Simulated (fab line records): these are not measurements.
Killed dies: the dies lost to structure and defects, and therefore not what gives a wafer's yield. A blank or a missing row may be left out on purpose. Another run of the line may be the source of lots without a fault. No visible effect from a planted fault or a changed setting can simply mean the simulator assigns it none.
A struck lot beside a sound one -- flow n5-finfet -- 16 out of 1938 route steps
Sound: the wafers L115.3, L115.5, L115.6. Struck: wafer L105.4. (L105.5 of the same lot was not struck and is left out.) The cause comes at the end.
For every step that has rows: the tool of each side, followed by ch and its chambers, followed by its first start. Under that, the readings that differ: sound wafers -- struck wafers -- difference of the means -- sigmas: that difference in standard deviations of wafers without a fault.
alike: readings whose means differ by less than 2 such deviations, and words and numbers that are the same on both sides. not compared: withheld readings, readings that some wafer has no value for, bounds like >300 that may hide the same value, and numbers for which the record gives no deviation and whose values overlap.
A row with sigmas, a row that says differs or no value, or rows on one side alone: a step with any of these is where the two part. When numbers do not overlap yet have no deviation, they are printed without sigmas and do not part them. A reading missing from all wafers of one side parts the sides only when that side holds two or more wafers.

first, 8 steps without rows for these wafers: N5_SDB_COAT_03 (time 60 s, resist thk 100 nm); N5_SDB_COAT_04 (time 60 s, resist thk 18 nm); N5_SDB_COAT_05 (resist thk 90 nm); N5_SDB_EBR_07; N5_SDB_SOFTBAKE_06 (time 60 s); N5_SDB_EXPOSE_08 (exposes mask SDB); N5_SDB_PEB_09 (peb time 60 s); N5_SDB_DEVELOP_10 (develop time 30 s).
N5_SDB_CD_MEAS_11: the cd target is 50 nm.
  sound on cd-sem-02 ch 0, day 8 17:29; struck on cd-sem-02 ch 0, day 6 07:47
  alike: cd-nm
N5_SDB_OVL_MEAS_12:
  sound on overlay-01 ch 0, day 8 17:31; struck on overlay-01 ch 0, day 6 07:49
  alike: SDB_OVL
N5_SDB_INSPECT_13: inspects for defects (brightfield).
  sound: defect-inspect-02 at day 8 17:32; struck: defect-inspect-02 at day 6 07:50
  alike: raw-defect-count
N5_SDB_DESCUM_16: chemistry O2, time 7.9 s.
  sound on rie-diel-04 ch 0,1,2, day 8 17:34; struck on rie-diel-02 ch 0, day 6 07:52
reading,sound,struck,difference,sigmas
drypump-motor-current-A (A),6.4 6.1 6.1,5.3,-0.9,-2
  alike: bias-power-w, oes-product-au, rf-vpp-V, showerhead-plenum-p-Torr, throttle-valve-pct
  not compared: rf-hours-counter-h
N5_SDB_ETCH_17: etches SiARC in CF4, target depth 23.4 nm, time 39 s.
  sound on rie-diel-04 ch 0,1,2, day 8 17:37; struck on rie-diel-02 ch 0, day 6 07:55
reading,sound,struck,difference,sigmas
drypump-motor-current-A (A),6.4 6.1 6.1,5.3,-0.9,-2
etch-rf-on-time-s (s),38.0 38.6 38.1,44.5,+6.3,+12
  alike: oes-product-au, rf-vpp-V, showerhead-plenum-p-Torr, throttle-valve-pct
  not compared: rf-hours-counter-h
N5_SDB_ETCH_18: etches SOC in N2/H2, target depth 100 nm, overetch 20 nm, time 150 s.
  sound on rie-diel-04 ch 0,1,2, day 8 17:38; struck on rie-diel-02 ch 0, day 6 07:56
reading,sound,struck,difference,sigmas
drypump-motor-current-A (A),6.4 6.1 6.1,5.3,-0.9,-2
  alike: oes-product-au, rf-vpp-V, showerhead-plenum-p-Torr, throttle-valve-pct
  not compared: rf-hours-counter-h
-- the record jumps here: 5 days lie between the struck wafers' starts before and after (it left off in module SDB and takes up again in module BEOL_M4, whose first step shown is number 1111 of the route) --
N5_BEOL_M4_RC_MEAS_101:
  sound on prober-02 ch 0, day 13 17:47; struck on prober-02 ch 0, day 11 08:25
  alike: DIBL_N, DIBL_P, IOFF_N, IOFF_P, ION_N, ION_P, SS_N, SS_P, VT_N, VT_P
-- a jump in the record: the struck wafers' starts before and after are 5 days apart (it breaks off in module BEOL_M4 and resumes in module PASSIVATION, where the first step shown is number 1936 of the route) --
N5_PASSIVATION_PROBE_49:
  sound: prober-02 at day 18 13:09; struck: prober-01 at day 16 01:36
reading,sound,struck,difference,sigmas
killed-at-other,1 2 0,8,+7,+2
  alike: defect-limited-yield, killed_at_M0_to_M3, killed_at_M4_up, killed-at-contacts, killed-at-front-end, killed-dies, killed-on-rim, killed-open, killed-short, sort_bin_5_function, sort_bin_6_memory, sort-n-pass, sort-yield-pct

## WHERE THEY PART
Last at N5_PASSIVATION_PROBE_49 as far as this record goes, first at N5_SDB_DESCUM_16.

WHY: what had been put in by the simulator
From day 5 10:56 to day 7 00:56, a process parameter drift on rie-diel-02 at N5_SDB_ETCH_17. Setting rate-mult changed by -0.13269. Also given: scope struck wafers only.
